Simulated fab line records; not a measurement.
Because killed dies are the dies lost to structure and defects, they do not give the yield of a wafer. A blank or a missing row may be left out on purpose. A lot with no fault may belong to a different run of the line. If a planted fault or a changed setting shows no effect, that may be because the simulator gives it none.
Matching of chambers | flow n5-finfet | N5_ILD0_ALD_15 on ald-sin-03: 4 sister chambers
The step deposits SiNx, target thk 24 nm, pulse time 1 s, ald cycles 480. 8 wafers are shown with their chamber, then 9 later ones without.

## WAFERS PAIRED WITH THEIR CHAMBERS
wafer  | chamber | heater-power-w (W) | precursor-pulse-height-rel
L075.6 | 2       | 726                | 0.977
L078.1 | 0       | 758                | 0.976
L080.3 | 1       | 889                | 1.014
L080.4 | 2       | 739                | 0.974
L080.5 | 3       | 994                | 0.954
L084.1 | 3       | 973                | 1.032
L084.3 | 0       | 761                | 0.998
L084.5 | 1       | 888                | 0.999

## WAFERS WHOSE CHAMBER IS MISSING
wafer  | heater-power-w (W) | precursor-pulse-height-rel
L089.1 | 765                | 0.983
L089.3 | 718                | 1.021
L089.4 | 1000               | 0.988
L090.1 | 736                | 1.017
L090.2 | 986                | 1.002
L090.3 | 888                | 0.993
L097.1 | 933                | 1.006
L097.4 | 857                | 1.032
L097.5 | 746                | 0.994

## EACH ONE'S CHAMBER
wafer  | from the rows above     | in truth
L089.1 | 0                       | 0
L089.3 | 2                       | 2
L089.4 | 3                       | 3
L090.1 | can't be placed: 2 or 0 | 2
L090.2 | 3                       | 3
L090.3 | 1                       | 1
L097.1 | can't be placed: 1 or 3 | 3
L097.4 | 1                       | 1
L097.5 | can't be placed: 0 or 2 | 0
6 of 9 placed correctly. Unplaceable from these rows: 3, with the true chamber sitting among the candidates in 3. Placed wrongly: 0.
How it was worked out, from the rows above alone: a wafer's distance from a chamber is the root of the sum, over the readings, of the square of ((its reading less the chamber's mean) divided by the reading's scatter). If the next closest chamber is less than 2 further off than the closest, the wafer can't be placed; otherwise it belongs to the closest. The mean given for a chamber averages the wafers shown for that chamber. How the scatter is found: for the shown wafers, subtract from each reading the mean of its chamber, square and add these, divide the total by (wafers less chambers), then take the root.
